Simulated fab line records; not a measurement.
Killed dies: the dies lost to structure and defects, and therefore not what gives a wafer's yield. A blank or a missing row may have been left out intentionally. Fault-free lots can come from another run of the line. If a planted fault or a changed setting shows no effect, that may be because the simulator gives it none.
Chamber matching    flow nand-harc    NHARC_P_M1_PRE_CLEAN_32 on pecvd-02: 3 sister chambers
The step time 12 s. 3 wafers are shown with their chamber, then 7 later ones without.

== WAFERS WITH THEIR CHAMBER ==
wafer   chamber  heater-power-w (W)
L771.3  1        629
L772.2  0        699
L772.4  2        566

== WAFERS WHOSE CHAMBER IS MISSING ==
wafer   heater-power-w (W)
L772.6  684
L773.1  653
L773.3  653
L773.6  651
L774.1  588
L774.4  574
L774.5  649

== WHICH CHAMBER EACH ONE RAN IN ==
wafer    from the rows above       in truth
L772.6   can't be placed: 0 or 1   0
L773.1   can't be placed: 1 or 0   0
L773.3   can't be placed: 1 or 0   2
L773.6   can't be placed: 1 or 0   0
L774.1   can't be placed: 2 or 1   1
L774.4   2                         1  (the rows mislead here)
L774.5   can't be placed: 1 or 0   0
Correct placement for 0 of the 7. These rows do not allow placing 6 (true chamber among the candidates in 5). 1 placed wrongly.
How it was worked out, from the rows above alone: a wafer's distance from a chamber is the root of the sum, over the readings, of the square of ((its reading less the chamber's mean) divided by the reading's scatter). If the next closest chamber is less than 2 further off than the closest, the wafer can't be placed; otherwise it belongs to the closest. Each chamber's mean is taken over the wafers shown for it. The scatter (one wafer shown for each chamber): square how far every hidden wafer sits from the nearest shown wafer, average those squares and take the square root.
